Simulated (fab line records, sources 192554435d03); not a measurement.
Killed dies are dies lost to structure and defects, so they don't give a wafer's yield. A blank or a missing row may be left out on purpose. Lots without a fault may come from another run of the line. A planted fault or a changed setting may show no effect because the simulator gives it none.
Chamber matching | flow n5_finfet | N5_BEOL_M5_PRE_CLEAN_77 on cvd_co-01: 3 sister chambers
The step time 15 s. 6 wafers are shown with their chamber, then 12 later ones without.

WAFERS WITH THEIR CHAMBER
wafer  | chamber | heater_power_w (W) | rf_fwd_power_W (W)
L084.6 | 2       | 85                 | 295.4
L088.2 | 0       | 83                 | 296.3
L088.6 | 1       | 78                 | 292.9
L089.1 | 2       | 85                 | 293.7
L089.2 | 1       | 79                 | 293.9
L089.3 | 0       | 82                 | 298.5

WAFERS WITHOUT THEIR CHAMBER
wafer  | heater_power_w (W) | rf_fwd_power_W (W)
L091.1 | 79                 | 293.4
L091.2 | 83                 | 298.4
L091.6 | 85                 | 298.0
L093.1 | 80                 | 293.4
L093.5 | 84                 | 294.7
L093.6 | 79                 | 293.8
L094.3 | 85                 | 298.4
L094.4 | 87                 | 294.2
L094.6 | 84                 | 297.0
L095.2 | 81                 | 295.7
L095.3 | 86                 | 295.0
L095.6 | 80                 | 294.8

WHICH CHAMBER EACH WENT THROUGH
wafer  | from the rows above     | in truth
L091.1 | 1                       | 1
L091.2 | 0                       | 0
L091.6 | can't be placed: 2 or 0 | 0
L093.1 | 1                       | 1
L093.5 | can't be placed: 2 or 0 | 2
L093.6 | 1                       | 1
L094.3 | can't be placed: 2 or 0 | 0
L094.4 | 2                       | 2
L094.6 | can't be placed: 0 or 2 | 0
L095.2 | can't be placed: 0 or 1 | 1
L095.3 | 2                       | 2
L095.6 | can't be placed: 1 or 0 | 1
Placed correctly: 6 of 12. Can't be placed from these rows: 6 (the true chamber is among the candidates in 6). Placed wrongly: 0.
How it was worked out, from the rows above alone: a wafer's distance from a chamber is the root of the sum, over the readings, of the square of ((its reading less the chamber's mean) divided by the reading's scatter). The wafer belongs to the nearest chamber; if the next one is less than 2 further off, it can't be placed. A chamber's mean is the mean of its shown wafers. The scatter: the root of (the sum of the squares of (reading less its chamber's mean) over the shown wafers, divided by (wafers less chambers)).
